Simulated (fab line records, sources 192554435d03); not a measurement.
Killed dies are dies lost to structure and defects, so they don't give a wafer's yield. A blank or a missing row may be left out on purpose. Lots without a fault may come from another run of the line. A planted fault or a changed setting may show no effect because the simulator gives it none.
One fault seen from 2 desks | flow n5_finfet | each desk has only its own numbers; what lay behind them comes last

THE TOOL OWNER'S DESK: pvd_sputter-01
The tool's own readings at N5_BEOL_M12_SPUTTER_44 (material Ta, target thk 10 nm, time 16.13 s): means of the sampled wafers that have a number, for each lot that ran on this tool. A lot is out of limits, marked OUT, if its mean lies more than 4 standard deviations from the usual mean; the brackets give that distance.
Columns: A = bias_v at N5_BEOL_M12_SPUTTER_44, usual 80.0 V; B = throttle_valve_pct at N5_BEOL_M12_SPUTTER_44, usual 29.6 %
lot  | first seen here | A    | B
L483 | day 11 06:38    | 81.5 | 28.1
L484 | day 11 19:07    | 80.0 | 29.2
L486 | day 12 20:41    | 80.3 | 30.4
L494 | day 14 06:55    | 79.2 | 29.9
L496 | day 14 13:53    | 79.9 | 29.6
This desk's finding: nothing out of limits on any of the 5 lots.

THE METROLOGY DESK
What the gauges read, lot by lot, whatever tool the lot ran on: means of the sampled wafers that have a number. A lot is out of limits, marked OUT, if its mean lies more than 4 standard deviations from the usual mean; the brackets give that distance.
Columns: A = M12_OVL at N5_BEOL_M12_OVL_MEAS_29, usual 7 nm; B = M13_ILD_THK at N5_BEOL_M13_THK_MEAS_01, usual 837 nm
lot  | first seen here | A  | B
L482 | day 10 20:22    | 3  | 834
L483 | day 11 04:53    | 3  | 840
L485 | day 11 08:34    | 8  | 827
L484 | day 11 12:56    | 9  | 835
L487 | day 12 16:45    | 6  | 846
L486 | day 12 17:22    | 13 | 841
L494 | day 14 04:31    | 9  | 826
L496 | day 14 10:35    | 10 | 830
L499 | day 15 18:32    | 14 | 827
L500 | day 15 18:55    | 7  | 828
L503 | day 17 01:28    | 13 | 831
This desk's finding: nothing out of limits on any of the 11 lots.

PUT TOGETHER
The tool owner's desk saw nothing out of limits.
The metrology desk saw nothing out of limits.

WHAT THE SIMULATOR HAD PUT IN
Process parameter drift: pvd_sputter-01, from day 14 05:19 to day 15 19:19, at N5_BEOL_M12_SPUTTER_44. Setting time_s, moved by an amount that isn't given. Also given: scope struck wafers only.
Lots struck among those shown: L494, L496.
